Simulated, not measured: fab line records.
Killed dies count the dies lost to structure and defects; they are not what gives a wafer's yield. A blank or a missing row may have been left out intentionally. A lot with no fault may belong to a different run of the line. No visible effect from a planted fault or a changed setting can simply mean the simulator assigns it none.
Which tool is to blame? + flow n5_finfet + Sampling: 24 lots, 72 wafers, 6 of 1938 route steps

WHAT THE GAUGES SHOWED, per wafer
Not one reading of a measure or inspect step in the record can be checked against a usual standard deviation.

WHICH TOOL RAN EACH LOT (tool, then ch and the chambers of the sampled wafers, then the start)
| lot  | N5_BEOL_M4_ETCHBACK_99             | N5_BEOL_M4_SURFACE_TREAT_85  | N5_BEOL_M4_ANNEAL_89         | N5_BEOL_M4_SPUTTER_94        | N5_BEOL_M4_DEP_57               | N5_BEOL_M5_HM_DEP_02         |
|------|------------------------------------|------------------------------|------------------------------|------------------------------|---------------------------------|------------------------------|
| L074 | rie_diel-06 ch 0,1,3, day 7 19:16  | pvd_sputter-03, day 7 20:36  | pvd_sputter-02, day 7 21:56  | pvd_sputter-02, day 7 22:31  | pecvd-03 ch 0,2, day 7 23:44    | pvd_sputter-03, day 8 02:55  |
| L076 | rie_diel-01 ch 0,1,2, day 8 03:45  | pvd_sputter-01, day 8 05:14  | pvd_sputter-02, day 8 08:49  | pvd_sputter-02, day 8 09:23  | pecvd-02 ch 0,1,2, day 8 10:38  | pvd_sputter-03, day 8 14:43  |
| L075 | rie_diel-06 ch 0,1,3, day 8 03:57  | pvd_sputter-01, day 8 05:23  | pvd_sputter-03, day 8 06:34  | pvd_sputter-03, day 8 07:08  | pecvd-03 ch 1,2, day 8 08:22    | pvd_sputter-02, day 8 10:20  |
| L077 | rie_diel-01 ch 1,2, day 8 14:03    | pvd_sputter-02, day 8 15:17  | pvd_sputter-03, day 8 16:32  | pvd_sputter-03, day 8 17:07  | pecvd-04 ch 0,1, day 8 18:20    | pvd_sputter-03, day 8 22:11  |
| L078 | rie_diel-06 ch 0,1,2, day 8 14:14  | pvd_sputter-01, day 8 15:33  | pvd_sputter-02, day 8 16:56  | pvd_sputter-02, day 8 17:31  | pecvd-04 ch 0,1,2, day 8 18:52  | pvd_sputter-03, day 8 22:29  |
| L079 | rie_diel-01 ch 0,2,3, day 8 18:12  | pvd_sputter-01, day 8 19:21  | pvd_sputter-01, day 8 20:41  | pvd_sputter-01, day 8 21:16  | pecvd-02 ch 0,1,2, day 8 22:30  | pvd_sputter-01, day 9 00:19  |
| L080 | rie_diel-04 ch 0,1,3, day 9 11:10  | pvd_sputter-02, day 9 12:32  | pvd_sputter-03, day 9 13:43  | pvd_sputter-03, day 9 14:17  | pecvd-03 ch 1,2, day 9 15:35    | pvd_sputter-02, day 9 17:49  |
| L081 | rie_diel-06 ch 0,2,3, day 9 11:27  | pvd_sputter-03, day 9 12:38  | pvd_sputter-01, day 9 14:17  | pvd_sputter-01, day 9 14:52  | pecvd-02 ch 0,1, day 9 16:06    | pvd_sputter-01, day 9 18:01  |
| L082 | rie_diel-01 ch 0,1,3, day 9 17:37  | pvd_sputter-01, day 9 18:55  | pvd_sputter-02, day 9 20:43  | pvd_sputter-02, day 9 21:18  | pecvd-02 ch 0,1, day 9 22:31    | pvd_sputter-01, day 10 01:14 |
| L083 | rie_diel-04 ch 2,3, day 10 02:31   | pvd_sputter-02, day 10 04:02 | pvd_sputter-01, day 10 06:18 | pvd_sputter-01, day 10 06:53 | pecvd-02 ch 0,1, day 10 08:10   | pvd_sputter-01, day 10 10:18 |
| L084 | rie_diel-04 ch 1,2, day 10 09:37   | pvd_sputter-03, day 10 11:01 | pvd_sputter-03, day 10 12:31 | pvd_sputter-03, day 10 13:05 | pecvd-03 ch 0,1,2, day 10 14:35 | pvd_sputter-01, day 10 16:37 |
| L086 | rie_diel-01 ch 1,2, day 10 15:56   | pvd_sputter-03, day 10 17:30 | pvd_sputter-03, day 10 18:46 | pvd_sputter-03, day 10 19:20 | pecvd-03 ch 0,2, day 10 20:32   | pvd_sputter-01, day 10 23:19 |
| L085 | rie_diel-06 ch 1,2,3, day 10 16:07 | pvd_sputter-01, day 10 17:36 | pvd_sputter-01, day 10 19:05 | pvd_sputter-01, day 10 19:40 | pecvd-03 ch 0,1,2, day 10 20:52 | pvd_sputter-01, day 10 23:25 |
| L087 | rie_diel-04 ch 2,3, day 10 23:55   | pvd_sputter-02, day 11 01:05 | pvd_sputter-02, day 11 02:18 | pvd_sputter-02, day 11 02:53 | pecvd-02 ch 0,2, day 11 04:05   | pvd_sputter-01, day 11 07:38 |
| L088 | rie_diel-06 ch 0,1,2, day 11 00:00 | pvd_sputter-01, day 11 01:11 | pvd_sputter-01, day 11 02:35 | pvd_sputter-01, day 11 03:10 | pecvd-03 ch 0,1,2, day 11 04:22 | pvd_sputter-01, day 11 07:53 |
| L089 | rie_diel-01 ch 0,2,3, day 11 08:17 | pvd_sputter-03, day 11 09:38 | pvd_sputter-01, day 11 11:11 | pvd_sputter-01, day 11 11:46 | pecvd-02 ch 1, day 11 13:00     | pvd_sputter-01, day 11 16:16 |
| L091 | rie_diel-06 ch 0,2, day 11 21:34   | pvd_sputter-01, day 12 00:53 | pvd_sputter-03, day 12 02:46 | pvd_sputter-03, day 12 03:20 | pecvd-04 ch 0,1,2, day 12 04:33 | pvd_sputter-02, day 12 06:25 |
| L090 | rie_diel-04 ch 2,3, day 12 05:27   | pvd_sputter-02, day 12 06:35 | pvd_sputter-01, day 12 07:52 | pvd_sputter-01, day 12 08:26 | pecvd-03 ch 0,1, day 12 09:38   | pvd_sputter-02, day 12 12:20 |
| L092 | rie_diel-06 ch 0,3, day 12 09:28   | pvd_sputter-03, day 12 10:38 | pvd_sputter-01, day 12 12:01 | pvd_sputter-01, day 12 12:36 | pecvd-02 ch 1,2, day 12 13:49   | pvd_sputter-01, day 12 16:22 |
| L093 | rie_diel-01 ch 0,1,3, day 12 11:43 | pvd_sputter-03, day 12 13:14 | pvd_sputter-01, day 12 14:29 | pvd_sputter-01, day 12 15:04 | pecvd-02 ch 1,2, day 12 16:17   | pvd_sputter-02, day 12 19:17 |
| L094 | rie_diel-01 ch 1,2, day 12 15:10   | pvd_sputter-01, day 12 16:52 | pvd_sputter-02, day 12 18:02 | pvd_sputter-02, day 12 18:37 | pecvd-04 ch 1,2, day 12 19:50   | pvd_sputter-01, day 12 22:47 |
| L096 | rie_diel-01 ch 0,2,3, day 13 02:31 | pvd_sputter-01, day 13 04:31 | pvd_sputter-02, day 13 07:20 | pvd_sputter-02, day 13 07:55 | pecvd-02 ch 0,1, day 13 09:07   | pvd_sputter-02, day 13 11:27 |
| L095 | rie_diel-04 ch 0,1, day 13 10:41   | pvd_sputter-02, day 13 12:17 | pvd_sputter-01, day 13 13:37 | pvd_sputter-01, day 13 14:11 | pecvd-02 ch 1,2, day 13 15:42   | pvd_sputter-03, day 13 18:28 |
| L097 | rie_diel-06 ch 0,2,3, day 13 13:59 | pvd_sputter-02, day 13 15:22 | pvd_sputter-01, day 13 18:20 | pvd_sputter-01, day 13 18:55 | pecvd-04 ch 0,1,2, day 13 20:07 | pvd_sputter-02, day 13 22:49 |
- N5_BEOL_M4_ETCHBACK_99: etches SiO2 in CHF3, target depth 5 nm, time 10.4 s.
- N5_BEOL_M4_SURFACE_TREAT_85
- N5_BEOL_M4_ANNEAL_89: time 240 s.
- N5_BEOL_M4_SPUTTER_94: material Cu, target thk 4.5 nm, time 8.29 s.
- N5_BEOL_M4_DEP_57: deposits SiCN from 3MS/NH3, target thk 8 nm, time 14 s.
- N5_BEOL_M5_HM_DEP_02: deposits TiN, target thk 20 nm.

AS READ BY THE TOOLS THEMSELVES (means over the sampled wafers that have a number; for cases with no such wafer, the mark the record gives instead)
N5_BEOL_M4_ETCHBACK_99. Usual: drypump_motor_current_A 5.7 A, standard deviation 0.53; oes_product_au 0.80 a.u., standard deviation 0.098; rf_vpp_V 239.0 V, standard deviation 1.9; showerhead_plenum_p_Torr 2.16 Torr, standard deviation 0.065; throttle_valve_pct 17.05 %, standard deviation 0.16.
| lot  | tool        | drypump_motor_current_A (A) | oes_product_au (a.u.) | rf_vpp_V (V) | showerhead_plenum_p_Torr (Torr) | throttle_valve_pct (%) | flag |
|------|-------------|-----------------------------|-----------------------|--------------|---------------------------------|------------------------|------|
| L074 | rie_diel-06 | 5.9                         | 0.73                  | 239.3        | 2.20                            | 17.16                  |      |
| L076 | rie_diel-01 | 5.2                         | 0.87                  | 239.5        | 2.16                            | 16.97                  |      |
| L075 | rie_diel-06 | 5.9                         | 0.73                  | 239.2        | 2.20                            | 17.16                  |      |
| L077 | rie_diel-01 | 5.1                         | 0.85                  | 237.8        | 2.12                            | 16.82                  |      |
| L078 | rie_diel-06 | 5.4                         | 0.79                  | 237.9        | 2.16                            | 17.09                  |      |
| L079 | rie_diel-01 | 5.6                         | 0.85                  | 239.9        | 2.18                            | 17.03                  |      |
| L080 | rie_diel-04 | 5.6                         | 0.70                  | 239.5        | 2.10                            | 17.16                  |      |
| L081 | rie_diel-06 | 5.9                         | 0.80                  | 239.0        | 2.19                            | 17.09                  |      |
| L082 | rie_diel-01 | 5.3                         | 0.90                  | 237.9        | 2.16                            | 16.95                  |      |
| L083 | rie_diel-04 | 5.9                         | 0.79                  | 240.8        | 2.12                            | 16.93                  |      |
| L084 | rie_diel-04 | 5.9                         | 0.76                  | 240.1        | 2.18                            | 17.04                  |      |
| L086 | rie_diel-01 | 5.3                         | 0.76                  | 239.0        | 2.13                            | 16.95                  |      |
| L085 | rie_diel-06 | 5.8                         | 0.77                  | 237.5        | 2.15                            | 17.11                  |      |
| L087 | rie_diel-04 | 6.2                         | 0.83                  | 241.0        | 2.21                            | 16.99                  |      |
| L088 | rie_diel-06 | 5.4                         | 0.77                  | 238.3        | 2.16                            | 17.13                  |      |
| L089 | rie_diel-01 | 5.5                         | 0.82                  | 238.3        | 2.17                            | 17.08                  |      |
| L091 | rie_diel-06 | 5.5                         | 0.78                  | 239.4        | 2.19                            | 17.16                  |      |
| L090 | rie_diel-04 | 6.2                         | 0.82                  | 241.1        | 2.21                            | 17.01                  |      |
| L092 | rie_diel-06 | 6.3                         | 0.72                  | 239.8        | 2.22                            | 17.22                  |      |
| L093 | rie_diel-01 | 5.3                         | 0.86                  | 237.9        | 2.15                            | 16.99                  |      |
| L094 | rie_diel-01 | 5.3                         | 0.75                  | 238.8        | 2.13                            | 16.98                  |      |
| L096 | rie_diel-01 | 5.5                         | 0.81                  | 239.1        | 2.17                            | 17.09                  |      |
| L095 | rie_diel-04 | 5.6                         | 0.95                  | 239.4        | 2.11                            | 16.82                  |      |
| L097 | rie_diel-06 | 5.9                         | 0.76                  | 238.5        | 2.18                            | 17.18                  |      |

N5_BEOL_M4_ANNEAL_89. Usual: heater_power_w reads 858 W (standard deviation 110).
| lot  | tool           | heater_power_w (W) | flag |
|------|----------------|--------------------|------|
| L074 | pvd_sputter-02 | 875                |      |
| L076 | pvd_sputter-02 | 852                |      |
| L075 | pvd_sputter-03 | 796                |      |
| L077 | pvd_sputter-03 | 790                |      |
| L078 | pvd_sputter-02 | 907                |      |
| L079 | pvd_sputter-01 | 829                |      |
| L080 | pvd_sputter-03 | 928                |      |
| L081 | pvd_sputter-01 | 787                |      |
| L082 | pvd_sputter-02 | 889                |      |
| L083 | pvd_sputter-01 | 849                |      |
| L084 | pvd_sputter-03 | 781                |      |
| L086 | pvd_sputter-03 | 874                |      |
| L085 | pvd_sputter-01 | 836                |      |
| L087 | pvd_sputter-02 | 843                |      |
| L088 | pvd_sputter-01 | 858                |      |
| L089 | pvd_sputter-01 | 871                |      |
| L091 | pvd_sputter-03 | 884                |      |
| L090 | pvd_sputter-01 | 857                |      |
| L092 | pvd_sputter-01 | 826                |      |
| L093 | pvd_sputter-01 | 874                |      |
| L094 | pvd_sputter-02 | 919                |      |
| L096 | pvd_sputter-02 | 848                |      |
| L095 | pvd_sputter-01 | 862                |      |
| L097 | pvd_sputter-01 | 862                |      |

N5_BEOL_M4_SPUTTER_94. Usual: chuck_gas_flow_sccm 1.26 sccm, standard deviation 0.05; throttle_valve_pct 29.9 %, standard deviation 0.97.
| lot  | tool           | chuck_gas_flow_sccm (sccm) | throttle_valve_pct (%) | flag |
|------|----------------|----------------------------|------------------------|------|
| L074 | pvd_sputter-02 | 1.25                       | 29.5                   |      |
| L076 | pvd_sputter-02 | 1.25                       | 30.2                   |      |
| L075 | pvd_sputter-03 | 1.28                       | 29.5                   |      |
| L077 | pvd_sputter-03 | 1.28                       | 29.4                   |      |
| L078 | pvd_sputter-02 | 1.24                       | 30.2                   |      |
| L079 | pvd_sputter-01 | 1.25                       | 30.4                   |      |
| L080 | pvd_sputter-03 | 1.28                       | 29.7                   |      |
| L081 | pvd_sputter-01 | 1.27                       | 30.4                   |      |
| L082 | pvd_sputter-02 | 1.25                       | 31.2                   |      |
| L083 | pvd_sputter-01 | 1.24                       | 30.9                   |      |
| L084 | pvd_sputter-03 | 1.27                       | 28.5                   |      |
| L086 | pvd_sputter-03 | 1.23                       | 29.1                   |      |
| L085 | pvd_sputter-01 | 1.28                       | 29.7                   |      |
| L087 | pvd_sputter-02 | 1.25                       | 28.8                   |      |
| L088 | pvd_sputter-01 | 1.32                       | 30.0                   |      |
| L089 | pvd_sputter-01 | 1.27                       | 30.4                   |      |
| L091 | pvd_sputter-03 | 1.28                       | 30.0                   |      |
| L090 | pvd_sputter-01 | 1.25                       | 30.0                   |      |
| L092 | pvd_sputter-01 | 1.25                       | 30.2                   |      |
| L093 | pvd_sputter-01 | 1.26                       | 30.5                   |      |
| L094 | pvd_sputter-02 | 1.28                       | 29.3                   |      |
| L096 | pvd_sputter-02 | 1.33                       | 30.3                   |      |
| L095 | pvd_sputter-01 | 1.22                       | 30.3                   |      |
| L097 | pvd_sputter-01 | 1.21                       | 30.1                   |      |

N5_BEOL_M4_DEP_57. Usual: showerhead_plenum_p_Torr 3.665 Torr, standard deviation 0.0097; throttle_valve_pct 9.1 %, standard deviation 0.6.
| lot  | tool     | showerhead_plenum_p_Torr (Torr) | throttle_valve_pct (%) | flag |
|------|----------|---------------------------------|------------------------|------|
| L074 | pecvd-03 | 3.670                           | 8.4                    |      |
| L076 | pecvd-02 | 3.655                           | 9.5                    |      |
| L075 | pecvd-03 | 3.674                           | 9.1                    |      |
| L077 | pecvd-04 | 3.676                           | 9.2                    |      |
| L078 | pecvd-04 | 3.673                           | 8.7                    |      |
| L079 | pecvd-02 | 3.662                           | 9.7                    |      |
| L080 | pecvd-03 | 3.671                           | 9.0                    |      |
| L081 | pecvd-02 | 3.659                           | 9.5                    |      |
| L082 | pecvd-02 | 3.659                           | 9.5                    |      |
| L083 | pecvd-02 | 3.664                           | 9.6                    |      |
| L084 | pecvd-03 | 3.663                           | 8.8                    |      |
| L086 | pecvd-03 | 3.661                           | 8.4                    |      |
| L085 | pecvd-03 | 3.669                           | 9.0                    |      |
| L087 | pecvd-02 | 3.650                           | 9.2                    |      |
| L088 | pecvd-03 | 3.665                           | 8.8                    |      |
| L089 | pecvd-02 | 3.673                           | 9.8                    |      |
| L091 | pecvd-04 | 3.676                           | 8.8                    |      |
| L090 | pecvd-03 | 3.664                           | 8.8                    |      |
| L092 | pecvd-02 | 3.661                           | 9.1                    |      |
| L093 | pecvd-02 | 3.663                           | 8.7                    |      |
| L094 | pecvd-04 | 3.663                           | 9.0                    |      |
| L096 | pecvd-02 | 3.663                           | 9.6                    |      |
| L095 | pecvd-02 | 3.655                           | 8.6                    |      |
| L097 | pecvd-04 | 3.669                           | 8.9                    |      |

N5_BEOL_M5_HM_DEP_02. Usual: throttle_valve_pct reads 30.0 % (standard deviation 0.96).
| lot  | tool           | throttle_valve_pct (%) | flag |
|------|----------------|------------------------|------|
| L074 | pvd_sputter-03 | 29.8                   |      |
| L076 | pvd_sputter-03 | 29.4                   |      |
| L075 | pvd_sputter-02 | 29.7                   |      |
| L077 | pvd_sputter-03 | 29.5                   |      |
| L078 | pvd_sputter-03 | 29.8                   |      |
| L079 | pvd_sputter-01 | 29.9                   |      |
| L080 | pvd_sputter-02 | 30.2                   |      |
| L081 | pvd_sputter-01 | 30.0                   |      |
| L082 | pvd_sputter-01 | 30.4                   |      |
| L083 | pvd_sputter-01 | 30.4                   |      |
| L084 | pvd_sputter-01 | 29.9                   |      |
| L086 | pvd_sputter-01 | 30.4                   |      |
| L085 | pvd_sputter-01 | 30.1                   |      |
| L087 | pvd_sputter-01 | 30.4                   |      |
| L088 | pvd_sputter-01 | 30.4                   |      |
| L089 | pvd_sputter-01 | 30.6                   |      |
| L091 | pvd_sputter-02 | 29.9                   |      |
| L090 | pvd_sputter-02 | 30.3                   |      |
| L092 | pvd_sputter-01 | 30.2                   |      |
| L093 | pvd_sputter-02 | 30.3                   |      |
| L094 | pvd_sputter-01 | 30.3                   |      |
| L096 | pvd_sputter-02 | 29.9                   |      |
| L095 | pvd_sputter-03 | 29.6                   |      |
| L097 | pvd_sputter-02 | 30.3                   |      |

THE ANSWER, worked out from the rows above alone
Rule: take the mean of a lot's wafers that have a number; if it is more than 3 standard deviations from the usual mean, the lot is off. Also off: a lot with no number at a reading for which 4 or more lots have one. The other lots that the step has rows for count as sound. The gauges are gone through in route order, then the tools' own readings, and for those a lot's mean is taken as printed above. The first step at which some lot is off is used, and at that step the reading that is off furthest; a lot without a number counts as furthest.
No lot is off on any of the readings shown, so nothing can be concluded from this.

WHAT THE SIMULATOR PUT IN
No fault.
